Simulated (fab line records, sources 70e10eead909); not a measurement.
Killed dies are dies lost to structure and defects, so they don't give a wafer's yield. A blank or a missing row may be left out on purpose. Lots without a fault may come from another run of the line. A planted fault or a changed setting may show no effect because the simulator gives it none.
fab line records | flow nand_harc
record lots=6 wafers=18 last_day=23
route steps=1159 shown A_STAIRCASE@688 END@1159
lots that met no fault: from a run of the same line without faults
start_h: hours from the record's first day to the start of the lot's first wafer shown | wait_h: hours since the lot's step before | " the same as in the row above | L1.1+2: a row that stands for several wafers | - no value, or no start given | * or withheld: withheld | < > ~ a bound
route shown NAME@n: a module of which the file shows steps, and the number in the route of the first | usual: mean/standard deviation of fault-free wafers | same: alike in all rows | chamber/n: place in a boat | sites: the reading at each site | _std_site: their standard deviation | _edge_site: outer sites' mean less inner sites' | radius_mm: how far each site lies from the wafer's centre | mask NAME#n: copy n | behind: the tool/chamber that last shaped the wafer | hold: why the lot was held/for how many hours/how that ended | device: the transistor (n, p or np) that didn't switch | end of line: the same wafers' tests at the end of the route | a step without rows: its recipe alone | killed: dies lost to structure and defects at the first sort, not the wafer's yield | map: a wafer's dies, x killed, . not, _ none there
set.NAME: the setting as run; set.NAME@STEP: as run at that earlier step | model.NAME: the simulator's own value behind a step, which no gauge read
lots at some steps of the route; a table a step, a row a wafer
services: from which hour (start_h, from the record's first day; less than 0 if before it) a tool's chamber was out of use, for how many hours, and why
## steps
# step NHARC_A_STAIRCASE_ETCH_313
# recipe cf4_flow_sccm=100 chf3_flow_sccm=30 ar_flow_sccm=0 rf_w=500 bias_w=200 chemistry=CF4/CHF3
# step NHARC_A_STAIRCASE_HM_OPEN_463
# recipe o2_flow_sccm=400 cos_flow_sccm=20 ar_flow_sccm=0 rf_w=500 bias_w=300 chemistry=O2/COS
# step NHARC_A_STAIRCASE_STRIP_464
# recipe o2_flow_sccm=400 cos_flow_sccm=20 ar_flow_sccm=0 bias_w=0 chemistry=O2/COS
# step NHARC_A_STAIRCASE_ETCH_453
# recipe target_depth_a=300 overetch_a=30 time_s=16.5 ion_energy_ev=100 cf4_flow_sccm=80 o2_flow_sccm=20 ar_flow_sccm=0 rf_w=300 bias_w=100 chemistry=CF4/O2
# step NHARC_A_STAIRCASE_ETCH_315
# recipe target_depth_a=25000 time_s=607.1 ion_energy_ev=800 c4f8_flow_sccm=80 o2_flow_sccm=60 ar_flow_sccm=withheld rf_w=600 bias_w=3000 chemistry=C4F8/O2/Ar
# step NHARC_A_STAIRCASE_STRIP_316
# recipe o2_flow_sccm=500 ar_flow_sccm=0 bias_w=0 chemistry=O2
# step NHARC_A_STAIRCASE_STRIP_317
# recipe time_s=900 temp_c=130 chemistry=SPM
# step NHARC_A_STAIRCASE_PRECLEAN_318
# recipe time_s=* temp_c=50 bath_age_min=0 chemistry=SC1
# step NHARC_A_STAIRCASE_SRD_329
# step NHARC_A_STAIRCASE_ALD_415
# recipe target_thk_a=300 pulse_time_s=6 ald_cycles=300 temp_c=300 material=SiO2
# step NHARC_A_STAIRCASE_ETCHBACK_416
# recipe target_depth_a=360 time_s=7.2 c4f8_flow_sccm=withheld o2_flow_sccm=8 ar_flow_sccm=withheld rf_w=600 bias_w=800 chemistry=C4F8/O2/Ar
# step NHARC_A_STAIRCASE_STRIP_476
# recipe time_s=20 o2_flow_sccm=500 ar_flow_sccm=0 bias_w=0 chemistry=O2
# usual drypump_motor_current_A=5.9/0.4 oes_product_au=1.000/0.011 rf_vpp_V=57.9/0.94 showerhead_plenum_p_Torr=3.55/0.14 throttle_valve_pct=17.036/0.0086
# columns lot.wafer tool chamber start_h wait_h drypump_motor_current_A oes_product_au rf_hours_counter_h rf_vpp_V showerhead_plenum_p_Torr throttle_valve_pct
L656.3 rie_diel-06 3 291.19 0.1 6.0 1.023 16 58.7 3.68 17.032
L656.4 " 2 " " 5.5 1.012 - 58.0 3.59 17.036
L656.5 " 1 " " 6.0 1.017 - 58.0 3.80 17.041
L657.1 rie_diel-02 1 297.58 0.1 5.4 0.992 54 57.4 3.42 17.031
L657.4 " 2 " " 5.2 0.982 48 58.0 3.48 17.043
L657.2 " 3 " " 6.4 1.002 55 58.2 3.55 17.038
L661.3 rie_diel-06 2 323.51 0.2 5.5 1.022 23 57.8 3.59 17.036
L661.6 " 0 " " 6.4 0.989 - 59.9 3.47 17.035
L661.5 " 1 " " 6.0 1.020 - 58.6 3.79 17.050
L667.3 rie_diel-06 2 346.20 0.1 5.5 1.006 33 58.5 3.58 17.034
L667.2 " 1 " " 6.1 1.003 37 58.7 3.79 17.031
L667.6 " 3 " " 6.0 1.019 - 59.1 3.67 17.033
L664.4 rie_diel-02 0 346.60 0.1 6.1 0.995 2 56.3 3.37 17.028
L664.3 " 2 " " 5.3 1.011 2 58.1 3.47 17.043
L664.2 " 3 " " 6.4 1.014 2 58.5 3.55 17.041
L665.4 rie_diel-06 2 349.44 0.1 5.5 1.021 34 57.7 3.58 17.045
L665.2 " 3 " " 6.0 1.024 38 59.5 3.67 17.035
L665.5 " 1 " " 6.0 1.003 - 61.2 3.79 17.046
# step NHARC_A_STAIRCASE_DEP_417
# recipe target_thk_a=600 step_coverage_pct=20 temp_c=400 target_thk_nm=60 flow_sccm=200 rf_w=450 material=Si3N4
# usual heater_power_w=712/74 showerhead_vpp_V=1307/62
# columns lot.wafer tool chamber start_h wait_h heater_power_w showerhead_vpp_V
L656.3 pecvd-01 2 291.29 - 640 1280
L656.5 " 2 " " 632 1283
L656.4 " 1 " " 685 1348
L657.2 pecvd-04 0 297.72 - 745 1430
L657.1 " 1 " " 752 1270
L657.4 " 2 " " 721 1311
L661.3 pecvd-04 2 323.69 - 640 1313
L661.6 " 0 " " 795 1394
L661.5 " 2 " " 619 1304
L667.3 pecvd-04 2 346.29 - 633 1315
L667.2 " 0 " " 793 1407
L667.6 " 0 " " 762 1434
L664.3 pecvd-03 1 346.69 - 692 1273
L664.2 " 0 " " 692 1302
L664.4 " 2 " " 683 1225
L665.2 pecvd-01 1 349.52 - 585 1368
L665.4 " 1 " " 584 1380
L665.5 " 0 " " 607 1206
# step NHARC_A_STAIRCASE_WET_418
# recipe temp_c=160 target_depth_a=200 chemistry=H3PO4
# step NHARC_A_STAIRCASE_PRECLEAN_419
# recipe time_s=* temp_c=50 bath_age_min=0 chemistry=SC1
# step NHARC_A_STAIRCASE_SRD_421
# step NHARC_A_STAIRCASE_ALD_420
# recipe target_thk_a=200 pulse_time_s=6 ald_cycles=200 temp_c=300 material=SiO2
# usual heater_power_w=497/53 precursor_pulse_height_rel=1.000/0.021
# columns lot.wafer tool chamber start_h wait_h heater_power_w precursor_pulse_height_rel
L656.3 ald_hk-04 2 294.86 - 503 1.026
L656.4 " 0 " " 481 1.013
L656.5 " 1 " " 581 1.006
L657.4 ald_hk-01 3 303.23 1.9 426 1.000
L657.2 " 0 " " 471 0.990
L657.1 " 2 " " 497 0.999
L661.3 ald_hk-02 2 327.85 - 509 1.005
L661.6 " 3 " " 562 0.979
L661.5 " 0 " " 412 0.990
L664.4 ald_hk-01 3 350.17 - 418 0.981
L664.2 " 1 " " 550 0.985
L664.3 " 2 " " 498 1.013
L667.2 ald_hk-04 2 350.23 - 508 0.987
L667.3 " 3 " " 450 1.010
L667.6 " 2 " " 509 1.027
L665.4 ald_hk-01 1 353.32 - 563 0.995
L665.2 " 2 " " 493 1.011
L665.5 " 2 " " 509 1.032
# step NHARC_A_STAIRCASE_CVD_552
# recipe target_thk_a=400 temp_c=700 pressure_mtorr=300 material=SiNx
# step NHARC_A_STAIRCASE_DEP_151
# recipe target_thk_a=38000 temp_c=400 target_thk_nm=3800 teos_flow_sccm=200 rf_w=500 material=SiO2
# usual heater_power_w=644/76
# columns lot.wafer tool chamber start_h wait_h heater_power_w
L656.3 pecvd-04 0 302.14 0.4 667
L656.4 " 0 " " 646
L656.5 " 1 " " 678
L657.1 pecvd-04 2 311.55 0.5 719
L657.2 " 0 " " 754
L657.4 " 0 " " 662
L661.3 pecvd-03 0 335.74 0.5 671
L661.6 " 0 " " 584
L661.5 " 1 " " 589
L667.2 pecvd-04 1 358.34 0.4 790
L667.3 " 0 " " 792
L667.6 " 1 " " 670
L664.2 pecvd-03 1 358.45 0.5 565
L664.3 " 2 " " 705
L664.4 " 2 " " 653
L665.2 pecvd-03 2 361.68 0.5 787
L665.5 " 2 " " 656
L665.4 " 0 " " 555
# step NHARC_A_STAIRCASE_ANNEAL_320
# recipe temp_c=750 time_s=1800
# step NHARC_A_STAIRCASE_DEP_322
# recipe target_thk_a=38000 temp_c=400 target_thk_nm=3800 teos_flow_sccm=200 rf_w=500 material=SiO2
# usual heater_power_w=640/73
# columns lot.wafer tool chamber start_h wait_h heater_power_w
L656.3 pecvd-04 2 310.37 0.5 663
L656.4 " 0 " " 633
L656.5 " 1 " " 650
L657.2 pecvd-01 0 319.95 0.1 567
L657.1 " 1 " " 605
L657.4 " 0 " " 538
L661.3 pecvd-04 0 345.78 0.4 783
L661.6 " 1 " " 678
L661.5 " 0 " " 640
L667.2 pecvd-03 1 365.40 0.1 669
L667.3 " 0 " " 697
L667.6 " 1 " " 561
L664.3 pecvd-04 2 365.49 0.2 657
L664.2 " 0 " " 758
L664.4 " 0 " " 643
L665.2 pecvd-04 2 371.90 0.1 682
L665.4 " 2 " " 581
L665.5 " 1 " " 675
# step NHARC_A_STAIRCASE_ANNEAL_323
# recipe temp_c=750 time_s=1800
# step NHARC_A_STAIRCASE_DEP_325
# recipe target_thk_a=38000 temp_c=400 target_thk_nm=3800 teos_flow_sccm=200 rf_w=500 material=SiO2
# usual heater_power_w=646/80
# columns lot.wafer tool chamber start_h wait_h heater_power_w
L656.4 pecvd-01 0 317.30 0.3 549
L656.3 " 1 " " 545
L656.5 " 0 " " 548
L657.2 pecvd-04 1 332.05 0.2 818
L657.1 " 2 " " 637
L657.4 " 0 " " 645
L661.3 pecvd-01 2 354.40 0.1 735
L661.5 " 0 " " 555
L661.6 " 1 " " 544
L664.3 pecvd-03 2 373.27 0.1 784
L664.2 " 1 " " 582
L664.4 " 2 " " 660
L667.3 pecvd-04 2 373.27 0.1 573
L667.2 " 1 " " 822
L667.6 " 0 " " 647
L665.2 pecvd-03 2 381.24 0.3 829
L665.4 " 0 " " 570
L665.5 " 2 " " 683
# step NHARC_A_STAIRCASE_ANNEAL_326
# recipe temp_c=750 time_s=1800
# step NHARC_A_STAIRCASE_DEHYDRATE_433
# recipe temp_c=150 time_s=120
# step NHARC_A_STAIRCASE_HMDS_434
# recipe time_s=30
# step NHARC_A_STAIRCASE_COAT_435
# recipe spin_rpm=1200
# step NHARC_A_STAIRCASE_SOFTBAKE_436
# recipe temp_c=135 time_s=170
# step NHARC_A_STAIRCASE_EBR_437
# step NHARC_A_STAIRCASE_EXPOSE_438
# recipe na=0.5 dose_mj=28.97 mask_id=STAIR_REV
# step NHARC_A_STAIRCASE_PEB_439
# recipe peb_temp_c=115 peb_time_s=130
# step NHARC_A_STAIRCASE_DEVELOP_440
# recipe time_s=140
# step NHARC_A_STAIRCASE_HARDBAKE_442
# recipe temp_c=120 time_s=140
# step NHARC_A_STAIRCASE_DESCUM_443
# recipe time_s=3 o2_flow_sccm=200 ar_flow_sccm=0 bias_power_w=0 chemistry=O2
# step NHARC_A_STAIRCASE_ETCH_444
# recipe target_depth_a=1.02e+05 time_s=3400 c4f8_flow_sccm=20 o2_flow_sccm=10 ar_flow_sccm=withheld rf_w=600 bias_w=1000 chemistry=C4F8/O2
# step NHARC_A_STAIRCASE_STRIP_446
# recipe power_w=1500 temp_c=250 chemistry=O2
# step NHARC_END_SORT_01
# recipe temp_c=25
# usual killed_at_array=28/10 killed_at_other=0.5/0.82 killed_at_periphery=3.4/2.2 killed_dies=31/10 killed_open=3.4/1.9 killed_short=1.9/1.3
# same gross_dies=677
# columns lot.wafer tool chamber start_h wait_h killed_at_array killed_at_other killed_at_periphery killed_dies killed_open killed_short
L657.1 prober-02 0 499.49 2.5 20 0 3 23 5 1
L657.2 prober-02 0 500.29 2.8 23 0 5 28 3 6
L657.4 prober-02 0 501.88 3.4 14 1 1 16 1 1
L661.3 prober-02 0 509.21 3.1 28 1 5 34 6 3
L661.5 prober-02 0 510.79 3.7 34 0 3 37 3 2
L661.6 prober-02 0 511.58 4.0 24 0 4 28 3 0
L664.2 prober-01 0 516.21 2.8 32 0 6 38 1 3
L664.3 prober-01 0 517.02 3.1 27 0 7 34 5 5
L664.4 prober-01 0 517.82 3.4 32 0 6 38 4 2
L667.2 prober-02 0 540.39 2.8 60 0 1 61 4 1
L667.3 prober-02 0 541.20 3.1 81 2 1 84 0 1
L667.6 prober-02 0 543.63 4.0 114 2 0 116 0 1
L665.2 prober-01 0 554.22 2.8 138 1 2 141 1 2
L665.4 prober-01 0 555.84 3.4 106 2 2 110 3 1
L665.5 prober-01 0 556.66 3.8 79 1 6 86 4 3
# killed by level:class
L657.1 A_CONTACT:chamber_film_flake=8 A_CHANNEL_HOLE_D1:chamber_film_flake=3 A_STAIRCASE:chamber_film_flake=3 P_CONTACT:geometric_particle:open=1 P_M0:geometric_particle:open=1 A_ONON_D1:geometric_particle:open=1 A_CHANNEL_FILL_D1:geometric_particle:short=1 A_WL_FILL:geometric_particle:open=1
L657.2 A_CONTACT:chamber_film_flake=7 P_STI:chamber_film_flake=3 A_STAIRCASE:chamber_film_flake=3 A_WL_FILL:geometric_particle:short=2 A_CHANNEL_HOLE_D1:chamber_film_flake=2 A_CHANNEL_FILL_D1:chamber_film_flake=2 A_M1:chamber_film_flake=2 P_STI:geometric_particle:short=1
L657.4 A_CHANNEL_HOLE_D1:chamber_film_flake=3 A_CONTACT:chamber_film_flake=3 A_STAIRCASE:chamber_film_flake=3 A_M1:chamber_film_flake=3 A_CHANNEL_FILL_D1:chamber_film_flake=2 P_GATE:geometric_particle:open=1 STARTING-WAFER:geometric_particle:short=1
L661.3 A_CHANNEL_HOLE_D1:chamber_film_flake=17 P_STI:chamber_film_flake=3 A_M0:geometric_particle:open=2 P_M0:chamber_film_flake=2 A_SLIT:chamber_film_flake=2 A_CHANNEL_HOLE_D1:geometric_particle:short=1 A_CHANNEL_FILL_D1:geometric_particle:open=1 A_STAIRCASE:geometric_particle:short=1
L661.5 A_CHANNEL_HOLE_D1:chamber_film_flake=21 A_SLIT:chamber_film_flake=4 A_STAIRCASE:chamber_film_flake=2 P_CONTACT:geometric_particle:open=1 A_CHANNEL_FILL_D1:geometric_particle:short=1 A_WL_FILL:geometric_particle:short=1 A_CONTACT:geometric_particle:open=1 A_BLC:geometric_particle:open=1
L661.6 A_CHANNEL_HOLE_D1:chamber_film_flake=13 A_STAIRCASE:chamber_film_flake=5 P_STI:chamber_film_flake=2 A_CONTACT:chamber_film_flake=2 P_CONTACT:geometric_particle:open=1 A_CONTACT:geometric_particle:open=1 A_BLC:geometric_particle:open=1 P_M0:chamber_film_flake=1
L664.2 A_SLIT:chamber_film_flake=17 A_CONTACT:chamber_film_flake=5 A_CHANNEL_HOLE_D1:chamber_film_flake=4 A_STAIRCASE:chamber_film_flake=4 P_STI:chamber_film_flake=2 P_CONTACT:chamber_film_flake=2 P_GATE:geometric_particle:short=1 P_CONTACT:geometric_particle:short=1
L664.3 A_SLIT:chamber_film_flake=10 A_CHANNEL_HOLE_D1:chamber_film_flake=4 A_CONTACT:chamber_film_flake=4 A_STAIRCASE:chamber_film_flake=3 P_STI:chamber_film_flake=2 P_STI:geometric_particle:short=1 P_M0:geometric_particle:open=1 P_M1:geometric_particle:open=1
L664.4 A_SLIT:chamber_film_flake=14 A_CONTACT:chamber_film_flake=7 A_CHANNEL_HOLE_D1:chamber_film_flake=4 P_CONTACT:chamber_film_flake=3 A_STAIRCASE:chamber_film_flake=3 P_STI:geometric_particle:open=1 P_M0:geometric_particle:open=1 A_ONON_D1:geometric_particle:short=1
L667.2 A_STAIRCASE:unspecified=32 A_CHANNEL_HOLE_D1:chamber_film_flake=16 A_CHANNEL_FILL_D1:geometric_particle:open=2 A_STAIRCASE:chamber_film_flake=2 A_BLC:chamber_film_flake=2 A_SOURCE_PLATE:geometric_particle:open=1 A_SOURCE_PLATE:geometric_particle:short=1 A_M1:geometric_particle:open=1
L667.3 A_STAIRCASE:unspecified=56 A_CHANNEL_HOLE_D1:chamber_film_flake=17 A_BLC:chamber_film_flake=6 A_STAIRCASE:chamber_film_flake=2 THIN_TSV:chamber_film_flake=2 P_CONTACT:geometric_particle:short=1
L667.6 A_STAIRCASE:unspecified=88 A_CHANNEL_HOLE_D1:chamber_film_flake=16 A_BLC:chamber_film_flake=4 A_STAIRCASE:chamber_film_flake=3 THIN_TSV:chamber_film_flake=2 A_WL_FILL:geometric_particle:short=1 A_ZERO_WELL:chamber_film_flake=1 A_SLIT:chamber_film_flake=1
L665.2 A_STAIRCASE:unspecified=95 A_CHANNEL_HOLE_D1:chamber_film_flake=20 A_SLIT:chamber_film_flake=18 A_CONTACT:chamber_film_flake=3 P_M0:geometric_particle:short=1 A_SGD_CUT:geometric_particle:open=1 A_WL_FILL:geometric_particle:short=1 P_GATE:chamber_film_flake=1
L665.4 A_STAIRCASE:unspecified=63 A_SLIT:chamber_film_flake=19 A_CHANNEL_HOLE_D1:chamber_film_flake=10 A_STAIRCASE:chamber_film_flake=3 A_CONTACT:chamber_film_flake=3 A_CHANNEL_FILL_D1:chamber_film_flake=2 A_WL_FILL:chamber_film_flake=2 THIN_TSV:chamber_film_flake=2
L665.5 A_STAIRCASE:unspecified=30 A_CHANNEL_HOLE_D1:chamber_film_flake=19 A_SLIT:chamber_film_flake=13 A_CONTACT:chamber_film_flake=9 P_GATE:chamber_film_flake=3 A_STAIRCASE:chamber_film_flake=2 P_STI:geometric_particle:open=1 P_CONTACT:geometric_particle:short=1
# map L665.2 (x killed, . not)
____________.____________
_________......x_________
_______........xx._______
______.......xxxxxx______
_____.........xxxxxx_____
____.....x....xxxxxxx____
____.x......xxxxxxxxx____
___x.........xxxxxxxxx___
___.........xxxxxxxxx.___
__..........xxxxxxxxxxx__
__.x..........xxxxxxx..__
_.x.x........xxxxxxxx..._
_xx..........xxxxxxxx..._
_.xxx.........xxxxxxx..._
_xxx...x......xx...xx..._
_x..x...........xx..x..x_
x..xx....................
.x...............x.......
...x.....................
..x..............x.x.....
................xxx..x...
_..................x...._
_......x.........xx..x.._
_.................xxx..._
_................x......_
_....................x.._
__.....................__
__...................x.__
___..............x....___
___...................___
____.................____
____.................____
_____..............._____
______.............______
_______..........._______
_________....x.._________
____________.____________
# map L667.6 (x killed, . not)
____________x____________
_________......._________
_______.x......x.x_______
______....x..x.xx.x______
_____.........xxxxxx_____
____x.........xxxxxxx____
____.........xxxxxxxx____
___..........xxxxxxxx.___
___...........xxxxxxxx___
__...........xxxxxxxx..__
__.........xxxxxxxxxxx.__
_.............xxxxxxx..._
_............xxxxxxxx..._
_.x..x.........xxxx....._
_..............xxxx.x..._
_...............x.x....._
..x......................
.........................
....x....................
.........................
.........................
_......................._
_......................._
_......................._
_...x.xx................_
_...x.xxx.........x....._
__...x.xx.......x......__
__...xx................__
___x.x................___
___....x..x...........___
____.................____
____.................____
_____..x............_____
______.............______
_______..........._______
_________..x...._________
____________.____________
## services
# columns tool chamber start_h hours kind
ald_hk-04 - 268.88 1.3 repair
rie_diel-06 0 275.01 - clean
rie_diel-06 1 275.01 - clean
rie_diel-06 2 275.01 - clean
rie_diel-06 3 275.01 - clean
ald_hk-02 - 284.89 3.0 repair
pecvd-03 - 292.16 13.0 pm
pecvd-03 0 292.16 13.0 vent_cycle
pecvd-03 1 292.16 13.0 vent_cycle
pecvd-03 2 292.16 13.0 vent_cycle
rie_diel-06 0 299.57 - clean
rie_diel-06 1 299.57 - clean
pecvd-03 0 305.16 - clean
pecvd-03 1 305.16 - clean
pecvd-03 2 305.16 - clean
pecvd-04 - 314.10 1.7 repair
pecvd-01 2 314.69 31.1 repair
rie_diel-02 - 329.09 9.0 pm
pecvd-01 - 333.80 6.2 repair
ald_hk-04 - 375.84 0.8 repair
pecvd-04 - 377.58 13.0 pm
pecvd-04 0 377.58 13.0 vent_cycle
pecvd-04 1 377.58 13.0 vent_cycle
pecvd-04 2 377.58 13.0 vent_cycle
## key
first_sign step=NHARC_END_SORT_01 reading=killed_at_array direction=up sigmas=6.7 usual=28 struck=96
effect step=NHARC_END_SORT_01 reading=killed_dies direction=up sigmas=6.6 usual=31 struck=100
more_kills_born_at NHARC_A_STAIRCASE_STRIP_476@rie_diel-06=363
met_at NHARC_A_STAIRCASE_STRIP_476
struck_wafers L665.2,L665.4,L665.5,L667.2,L667.3,L667.6
tester_left_out L665,L667
onset_between 323.51 346.20
also_fits time
fault kind=chamber_particle_source tool=rie_diel-06 chamber=- onset_h=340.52 steps=NHARC_A_STAIRCASE_STRIP_476 rate_per_visit_cm2=1.418 end_h=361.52
# tester_left_out: of these lots the tester's yield and bins aren't shown, on N5 and GAA mostly nor the transistor test; their killed dies are dies lost to structure and defects alone, not to doping, threshold or leakage, so they don't give the yield
